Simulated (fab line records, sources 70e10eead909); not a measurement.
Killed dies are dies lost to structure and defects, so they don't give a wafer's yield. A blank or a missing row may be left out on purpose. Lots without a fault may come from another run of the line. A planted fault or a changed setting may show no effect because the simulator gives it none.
fab line records | flow nand_harc
record lots=13 wafers=38 last_day=24
route steps=1159 shown A_SLIT@781 A_M1@1039 END@1159
lots that met no fault: from a run of the same line without faults
start_h: hours from the record's first day to the start of the lot's first wafer shown | wait_h: hours since the lot's step before | " the same as in the row above | L1.1+2: a row that stands for several wafers | - no value, or no start given | * or withheld: withheld | < > ~ a bound
route shown NAME@n: a module of which the file shows steps, and the number in the route of the first | usual: mean/standard deviation of fault-free wafers | same: alike in all rows | chamber/n: place in a boat | sites: the reading at each site | _std_site: their standard deviation | _edge_site: outer sites' mean less inner sites' | radius_mm: how far each site lies from the wafer's centre | mask NAME#n: copy n | behind: the tool/chamber that last shaped the wafer | hold: why the lot was held/for how many hours/how that ended | device: the transistor (n, p or np) that didn't switch | end of line: the same wafers' tests at the end of the route | a step without rows: its recipe alone | killed: dies lost to structure and defects at the first sort, not the wafer's yield | map: a wafer's dies, x killed, . not, _ none there
set.NAME: the setting as run; set.NAME@STEP: as run at that earlier step | model.NAME: the simulator's own value behind a step, which no gauge read
steps of the route over a sample of lots; a table a step, a row a wafer
services: from which hour (start_h, from the record's first day; less than 0 if before it) a tool's chamber was out of use, for how many hours, and why
## steps
# step NHARC_A_SLIT_DEP_23
# recipe target_thk_a=1000 target_thk_nm=100 temp_c=400 pressure_torr=3.5 flow_sccm=200 rf_w=350 material=SiON
# usual chamber_pressure_Torr=3.499/0.0079 heater_power_w=806/75
# columns lot.wafer tool chamber start_h wait_h chamber_pressure_Torr heater_power_w
L885.1 pecvd-04 2 318.24 1.6 3.503 920
L885.6 " 2 " " 3.493 948
L885.4 " 1 " " 3.499 792
L886.4 pecvd-04 0 336.76 0.8 3.498 808
L886.5 " 1 " " 3.495 806
L886.6 " 2 " " 3.511 763
L888.1 pecvd-01 2 336.87 1.6 3.497 868
L888.3 " 0 " " 3.499 772
L888.6 " 2 " " 3.485 869
L887.1 pecvd-04 1 340.60 1.7 3.496 729
L887.3 " 2 " " 3.500 916
L887.6 " 1 " " 3.505 714
L890.2 pecvd-01 1 340.83 1.4 3.493 701
L890.6 " 2 " " 3.494 921
L890.4 " 0 " " 3.493 749
L889.2 pecvd-02 2 347.66 1.3 3.499 819
L889.6 " 0 " " 3.497 789
L889.4 " 1 " " 3.501 808
L891.1 pecvd-04 1 347.90 1.7 3.496 730
L891.6 " 1 " " 3.485 740
L891.5 " 2 " " 3.490 931
L892.1 pecvd-04 0 355.87 1.7 3.504 850
L892.6 " 1 " " 3.488 740
L892.4 " 2 " " 3.498 947
L894.3 pecvd-02 2 368.66 1.1 3.495 773
L894.5 " 1 " " 3.496 754
L894.4 " 2 " " 3.499 793
L893.2 pecvd-04 0 368.97 1.4 3.479 850
L893.4 " 1 " " 3.503 769
L893.6 " 2 " " 3.489 941
L898.3 pecvd-04 0 395.29 1.1 3.494 750
L898.6 " 1 " " 3.505 675
L902.1 pecvd-04 1 421.44 1.6 3.483 749
L902.3 " 2 " " 3.496 907
L902.6 " 2 " " 3.499 903
L907.1 pecvd-01 0 454.69 1.7 3.512 716
L907.2 " 1 " " 3.499 744
L907.4 " 1 " " 3.498 740
# step NHARC_A_M1_DESCUM_14
# recipe time_s=3 o2_flow_sccm=200 ar_flow_sccm=0 bias_power_w=0 chemistry=O2
# usual drypump_motor_current_A=6.0/0.56 oes_product_au=1.003/0.0076 rf_vpp_V=57.8/1.1 showerhead_plenum_p_Torr=1.92/0.098 throttle_valve_pct=11.312/0.0082
# same bias_power_w=0
# columns lot.wafer tool chamber start_h wait_h drypump_motor_current_A oes_product_au rf_hours_counter_h rf_vpp_V showerhead_plenum_p_Torr throttle_valve_pct
L885.1 rie_diel-01 1 405.24 0.1 5.5 0.988 6 58.7 1.89 11.316
L885.4 " 3 " " 6.7 0.999 7 58.8 1.79 11.305
L885.6 " 1 " " 5.5 1.000 - 58.6 1.89 11.300
L888.1 rie_diel-01 3 414.96 0.1 6.7 1.002 9 57.7 1.79 11.307
L888.3 " 0 " " 6.3 1.007 8 58.9 1.98 11.315
L888.6 " 0 " " 6.3 0.998 - 57.9 1.98 11.307
L886.4 rie_diel-06 1 417.10 0.1 6.3 0.994 4 57.6 1.85 11.312
L886.5 " 3 " " 5.8 1.017 - 55.4 1.99 11.314
L886.6 " 0 " " 6.5 1.005 - 61.4 2.06 11.324
L889.2 rie_diel-01 3 435.53 0.1 6.7 1.009 10 57.9 1.79 11.319
L889.4 " 0 " " 6.3 1.016 9 58.1 1.98 11.294
L889.6 " 3 " " 6.7 1.009 - 56.8 1.79 11.323
L887.3 rie_diel-06 0 436.07 0.1 6.5 1.021 0 58.5 2.06 11.300
L887.1 " 1 " " 6.3 1.013 0 57.0 1.85 11.303
L887.6 " 0 " " 6.5 1.011 - 57.4 2.06 11.315
L890.2 rie_diel-01 0 436.23 0.1 6.3 1.003 9 58.4 1.98 11.314
L890.4 " 2 " " 5.3 1.002 8 59.4 2.03 11.307
L890.6 " 1 " " 5.5 0.987 - 56.7 1.89 11.306
L891.1 rie_diel-06 0 442.59 0.1 6.6 0.999 0 57.0 2.06 11.312
L891.6 " 3 " " 5.8 1.012 - 58.6 1.99 11.307
L891.5 " 0 " " 6.5 1.003 - 59.3 2.06 11.309
L892.4 rie_diel-06 1 443.02 0.1 6.3 1.001 0 57.1 1.85 11.311
L892.1 " 3 " " 5.8 1.004 0 58.6 1.99 11.315
L892.6 " 1 " " 6.3 0.999 - 58.0 1.85 11.312
L894.4 rie_diel-04 3 455.62 0.1 6.3 1.001 9 57.0 1.80 11.307
L894.3 " 1 " " 5.4 0.994 11 56.7 1.85 11.307
L894.5 " 0 " " 5.1 1.012 - 58.2 1.98 11.333
L893.2 rie_diel-01 2 458.01 0.1 5.3 0.998 10 59.8 2.03 11.301
L893.4 " 1 " " 5.4 0.998 10 57.5 1.89 11.311
L893.6 " 2 " " 5.3 0.995 - 59.5 2.03 11.321
L898.6 rie_diel-06 2 482.34 0.1 5.5 0.997 - 58.5 1.93 11.307
L902.1 rie_diel-06 1 504.14 0.1 6.3 1.005 2 57.1 1.85 11.310
L902.6 " 2 " " 5.6 0.999 - 57.3 1.93 11.325
L907.1 rie_diel-01 2 530.89 0.1 5.2 1.005 3 59.4 2.03 11.311
L907.2 " 3 " " 6.7 1.011 3 56.8 1.78 11.309
L907.4 " 2 " " 5.3 1.008 - 57.2 2.03 11.312
# step NHARC_A_M1_ETCH_15
# recipe target_depth_a=1825 time_s=91.2 c4f8_flow_sccm=withheld ar_flow_sccm=400 rf_w=600 bias_w=300 chemistry=C4F8/Ar
# usual oes_product_au=0.953/0.022 rf_vpp_V=441/3.1
# columns lot.wafer tool chamber start_h wait_h oes_product_au rf_hours_counter_h rf_vpp_V
L885.1 rie_diel-01 2 - - 0.961 7 445
L885.4 " 3 " " 0.983 7 437
L885.6 " 1 " " 0.952 - 441
L888.1 rie_diel-01 2 - - 0.934 8 445
L888.3 " 3 " " 0.928 9 437
L888.6 " 1 " " 0.922 - 441
L886.4 rie_diel-06 3 - - 0.930 4 445
L886.6 " 2 " " 0.931 - 441
L886.5 " 3 " " 0.925 - 443
L889.2 rie_diel-01 1 - - 0.920 8 438
L889.4 " 0 " " 0.915 9 445
L889.6 " 2 " " 0.930 - 443
L887.1 rie_diel-06 3 - - 0.970 0 444
L887.3 " 0 " " 0.957 0 445
L887.6 " 0 " " 0.962 - 445
L890.2 rie_diel-01 1 - - 0.918 8 440
L890.4 " 2 " " 0.934 8 446
L890.6 " 2 " " 0.930 - 445
L891.1 rie_diel-06 3 - - 0.984 0 443
L891.5 " 2 " " 0.987 - 441
L891.6 " 3 " " 0.978 - 444
L892.1 rie_diel-06 3 - - 0.985 0 443
L892.4 " 1 " " 0.966 0 439
L892.6 " 0 " " 0.970 - 443
L894.3 rie_diel-04 1 - - 0.975 11 440
L894.4 " 0 " " 0.971 12 443
L894.5 " 2 " " 0.981 - 439
L893.4 rie_diel-01 1 - - 0.926 10 440
L893.2 " 0 " " 0.916 12 444
L893.6 " 1 " " 0.920 - 438
L898.6 rie_diel-06 1 - - 0.953 - 438
L902.1 rie_diel-06 2 - - 0.930 2 441
L902.6 " 2 " " 0.929 - 441
L907.2 rie_diel-01 3 - - 0.966 3 436
L907.1 " 0 " " 0.949 2 442
L907.4 " 2 " " 0.959 - 445
# step NHARC_A_M1_STRIP_18
# recipe power_w=1000 n2_flow_sccm=150 h2_flow_sccm=150 ar_flow_sccm=0 bias_w=0 chemistry=N2/H2
# usual drypump_motor_current_A=5.9/0.55 oes_product_au=1.001/0.0075 rf_vpp_V=90.6/1 showerhead_plenum_p_Torr=2.03/0.097 throttle_valve_pct=14.172/0.0089
# columns lot.wafer tool chamber start_h wait_h drypump_motor_current_A oes_product_au rf_hours_counter_h rf_vpp_V showerhead_plenum_p_Torr throttle_valve_pct
L885.1 rie_diel-06 1 405.62 0.1 6.3 1.003 3 89.1 1.97 14.168
L885.4 " 3 " " 5.8 1.012 4 90.2 2.12 14.173
L885.6 " 1 " " 6.3 0.990 - 91.4 1.97 14.176
L888.1 rie_diel-04 0 415.39 0.1 5.1 0.996 9 89.9 2.11 14.195
L888.3 " 1 " " 5.4 0.993 8 90.2 1.97 14.170
L888.6 " 2 " " 6.3 0.997 - 90.4 1.94 14.186
L886.4 rie_diel-04 0 417.49 0.1 5.1 0.996 9 92.4 2.11 14.166
L886.6 " 3 " " 6.4 1.003 - 89.2 1.92 14.170
L886.5 " 0 " " 5.1 0.983 - 90.5 2.11 14.164
L889.2 rie_diel-04 0 435.98 0.1 5.1 0.997 10 88.8 2.11 14.153
L889.4 " 3 " " 6.3 1.004 - 91.8 1.92 14.173
L889.6 " 0 " " 5.1 1.008 - 90.3 2.11 14.164
L887.3 rie_diel-04 0 436.50 0.1 5.0 1.012 10 90.6 2.11 14.177
L887.1 " 3 " " 6.4 1.003 7 89.8 1.92 14.174
L887.6 " 1 " " 5.4 0.997 - 90.4 1.97 14.183
L890.2 rie_diel-06 0 436.61 0.1 6.6 0.998 0 92.0 2.20 14.175
L890.4 " 3 " " 5.8 1.018 0 92.2 2.12 14.164
L890.6 " 0 " " 6.6 1.013 - 91.2 2.20 14.195
L891.1 rie_diel-04 0 443.03 0.1 5.1 1.022 11 92.3 2.11 14.181
L891.5 " 1 " " 5.4 0.998 - 90.1 1.97 14.182
L891.6 " 3 " " 6.4 1.000 - 91.3 1.91 14.173
L892.4 rie_diel-06 0 443.39 0.1 6.6 1.012 0 90.6 2.20 14.169
L892.1 " 1 " " 6.3 1.001 0 89.9 1.97 14.155
L892.6 " 1 " " 6.3 1.003 - 90.1 1.97 14.167
L894.4 rie_diel-01 2 456.02 0.1 5.3 1.002 10 92.2 2.17 14.182
L894.3 " 0 " " 6.3 0.993 12 91.7 2.11 14.174
L894.5 " 3 " " 6.7 0.995 - 87.8 1.90 14.172
L893.2 rie_diel-06 0 458.39 0.1 6.5 1.018 1 91.1 2.19 14.176
L893.6 " 0 " " 6.5 1.006 - 91.6 2.19 14.171
L893.4 " 1 " " 6.3 1.005 - 90.9 1.97 14.169
L898.6 rie_diel-01 1 482.78 0.2 5.5 0.986 - 90.4 2.01 14.172
L902.1 rie_diel-06 3 504.60 0.1 5.8 1.002 2 91.0 2.12 14.180
L902.6 " 0 " " 6.5 0.996 - 93.4 2.19 14.177
L907.4 rie_diel-06 1 531.32 0.1 6.3 1.001 3 90.0 1.97 14.174
L907.2 " 2 " " 5.5 1.009 3 90.0 2.05 14.159
L907.1 " 0 " " 6.6 0.999 3 91.4 2.19 14.185
# step NHARC_END_SORT_01
# recipe temp_c=25
# usual killed_at_array=26/9.9 killed_at_other=0.8/1 killed_at_periphery=2.8/2.2 killed_dies=29/9.9 killed_open=3.2/1.8 killed_short=2.1/1.4
# same gross_dies=677
# columns lot.wafer tool chamber start_h wait_h killed_at_array killed_at_other killed_at_periphery killed_dies killed_open killed_short
L898.3 prober-01 0 521.54 3.1 667 0 2 669 2 1
L898.6 prober-01 0 523.94 4.0 35 0 2 37 4 1
L902.1 prober-01 0 540.71 2.5 33 2 3 38 1 2
L902.3 prober-01 0 542.29 3.1 664 2 5 671 8 4
L902.6 prober-01 0 544.66 4.0 41 1 3 45 5 0
# killed by level:class
L898.3 A_SLIT:area_dep=631 A_CHANNEL_HOLE_D1:chamber_film_flake=17 A_STAIRCASE:chamber_film_flake=12 A_CONTACT:chamber_film_flake=4 P_M1:geometric_particle:open=1 A_WL_FILL:geometric_particle:short=1 A_CONTACT:geometric_particle:open=1 P_GATE:chamber_film_flake=1
L898.6 A_CHANNEL_HOLE_D1:chamber_film_flake=19 A_CONTACT:chamber_film_flake=6 A_STAIRCASE:chamber_film_flake=5 P_GATE:chamber_film_flake=2 A_ONON_D1:geometric_particle:open=1 A_CHANNEL_FILL_D1:geometric_particle:open=1 A_WL_FILL:geometric_particle:short=1 A_CONTACT:geometric_particle:open=1
L902.1 A_SLIT:chamber_film_flake=14 A_CHANNEL_HOLE_D1:chamber_film_flake=11 A_CONTACT:chamber_film_flake=5 THIN_TSV:chamber_film_flake=2 P_STI:geometric_particle:short=1 A_ONON_D1:geometric_particle:open=1 A_CHANNEL_FILL_D1:geometric_particle:short=1 P_STI:chamber_film_flake=1
L902.3 A_SLIT:area_dep=625 A_CHANNEL_HOLE_D1:chamber_film_flake=14 A_SLIT:chamber_film_flake=10 A_CONTACT:chamber_film_flake=5 P_M0:geometric_particle:open=2 A_ONON_D1:geometric_particle:open=2 A_WL_FILL:geometric_particle:short=2 A_STAIRCASE:chamber_film_flake=2
L902.6 A_SLIT:chamber_film_flake=16 A_CHANNEL_HOLE_D1:chamber_film_flake=15 A_STAIRCASE:chamber_film_flake=3 A_M0:geometric_particle:open=2 A_WL_FILL:chamber_film_flake=2 P_M0:geometric_particle:open=1 A_CHANNEL_FILL_D1:geometric_particle:open=1 A_WL_FILL:geometric_particle:open=1
## services
# columns tool chamber start_h hours kind
rie_diel-04 3 301.06 34.5 repair
rie_diel-01 - 315.10 9.0 pm
rie_diel-06 0 322.14 11.1 repair
pecvd-02 - 334.07 13.0 pm
rie_diel-06 2 338.58 5.9 repair
rie_diel-04 1 349.90 7.5 repair
pecvd-04 2 351.18 1.9 repair
pecvd-01 2 362.14 21.4 repair
pecvd-04 - 376.36 13.0 pm
pecvd-04 1 400.73 6.5 repair
pecvd-01 - 418.18 13.0 pm
rie_diel-06 - 418.20 9.0 pm
rie_diel-04 2 424.68 26.5 repair
rie_diel-06 2 434.39 2.0 repair
rie_diel-06 - 452.81 0.2 repair
rie_diel-06 3 456.23 5.3 repair
rie_diel-04 - 465.97 9.0 pm
rie_diel-06 0 472.33 6.8 repair
rie_diel-04 - 480.29 1.2 repair
pecvd-04 - 486.03 0.9 repair
pecvd-04 - 490.01 1.8 repair
rie_diel-01 - 492.10 9.0 pm
rie_diel-01 0 514.46 14.4 repair
pecvd-04 - 528.53 13.2 repair
## key
first_sign step=NHARC_END_SORT_01 reading=killed_at_array direction=up sigmas=65 usual=26 struck=666
effect step=NHARC_END_SORT_01 reading=killed_dies direction=up sigmas=65 usual=29 struck=670
more_kills_born_at NHARC_A_SLIT_DEP_23@pecvd-04=1256
met_at NHARC_A_SLIT_DEP_23
struck_lots L898,L902
struck_wafers L898.3,L902.3
later_rows_left_out L898.3,L902.3
tester_left_out L898,L902
not_acting_at NHARC_A_M1_DESCUM_14,NHARC_A_M1_ETCH_15,NHARC_A_M1_STRIP_18
onset_between 368.97 395.29
fault kind=process_parameter_drift tool=pecvd-04 chamber=- onset_h=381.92 steps=NHARC_A_SLIT_DEP_23 channel=target_thk_a offset=* shape=step end_h=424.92 scope=struck_wafers_only acts_in=* stated=*
# tester_left_out: of these lots the tester's yield and bins aren't shown, on N5 and GAA mostly nor the transistor test; their killed dies are dies lost to structure and defects alone, not to doping, threshold or leakage, so they don't give the yield
# later_rows_left_out: the simulator's readings of these wafers behind a module that went badly wrong aren't trusted and aren't shown, but for the sort
